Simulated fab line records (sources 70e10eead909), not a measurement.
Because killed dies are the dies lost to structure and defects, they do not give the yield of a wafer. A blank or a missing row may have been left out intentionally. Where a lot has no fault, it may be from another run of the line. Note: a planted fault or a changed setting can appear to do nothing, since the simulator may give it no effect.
Chamber matching ; flow nand-harc ; NHARC_P_CONTACT_ALD_22 on ald-metal-03: 4 sister chambers
The step deposits TiN, target thk 3 nm, pulse time 1 s, ald cycles 150. 4 wafers are shown with their chamber, then 9 later ones without.

## EACH WAFER AND ITS CHAMBER
wafer;chamber;heater-power-w (W)
L077.4;2;964
L081.6;0;1225
L084.2;1;1086
L084.6;3;934

## WAFERS WITH NO CHAMBER GIVEN
wafer;heater-power-w (W)
L089.2;1187
L089.4;1084
L089.6;939
L093.1;1092
L093.2;1209
L093.4;945
L097.2;929
L097.5;943
L097.6;1093

## WHICH CHAMBER EACH WENT THROUGH
wafer;from the rows above;in truth
L089.2;0;0
L089.4;1;1
L089.6;can't be placed: 3 or 2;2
L093.1;1;1
L093.2;0;0
L093.4;can't be placed: 3 or 2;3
L097.2;can't be placed: 3 or 2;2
L097.5;can't be placed: 3 or 2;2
L097.6;1;1
Placed correctly: 5 of 9. From these rows, 4 cannot be placed; in 4 the true chamber is one of the candidates. Wrongly placed: 0.
How it was worked out, from the rows above alone: a wafer's distance from a chamber is the root of the sum, over the readings, of the square of ((its reading less the chamber's mean) divided by the reading's scatter). If the next closest chamber is less than 2 further off than the closest, the wafer can't be placed; otherwise it belongs to the closest. For every chamber, the mean is computed from those of its wafers that are shown. The scatter (one wafer shown for each chamber): square how far every hidden wafer sits from the nearest shown wafer, average those squares and take the square root.
